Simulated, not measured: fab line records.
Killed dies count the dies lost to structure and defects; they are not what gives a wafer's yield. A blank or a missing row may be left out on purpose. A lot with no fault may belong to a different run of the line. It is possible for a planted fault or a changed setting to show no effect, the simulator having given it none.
Matching of chambers    flow n5Finfet    N5_BEOL_M1_STRIP_36 on rieDiel-03 has 4 sister chambers
The step strips in N2/H2. 4 wafers are shown with their chamber, then 9 later ones without.

## EACH WAFER AND ITS CHAMBER
wafer   chamber  drypumpMotorCurrentA (A)
L085.3  1        5.6
L089.2  3        5.5
L089.4  2        6.5
L089.5  0        5.9

## WAFERS WITHOUT THEIR CHAMBER
wafer   drypumpMotorCurrentA (A)
L090.1  5.5
L090.2  5.8
L090.3  5.5
L093.2  5.5
L093.4  5.6
L093.6  6.5
L096.1  5.5
L096.4  5.9
L096.6  5.5

## WHICH CHAMBER EACH ONE RAN IN
wafer    from the rows above   in truth
L090.1   3                     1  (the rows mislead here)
L090.2   0                     0
L090.3   3                     3
L093.2   3                     3
L093.4   1                     1
L093.6   2                     2
L096.1   3                     3
L096.4   0                     0
L096.6   3                     3
Placed correctly: 8 of 9. From these rows, 0 cannot be placed. 1 placed wrongly.
How it was worked out, from the rows above alone: a wafer's distance from a chamber is the root of the sum, over the readings, of the square of ((its reading less the chamber's mean) divided by the reading's scatter). The wafer belongs to the nearest chamber; if the next one is less than 2 further off, it can't be placed. A chamber's mean is the mean of its shown wafers. The scatter: root of mean squared gap, hidden wafer to nearest shown wafer, with one shown wafer a chamber.
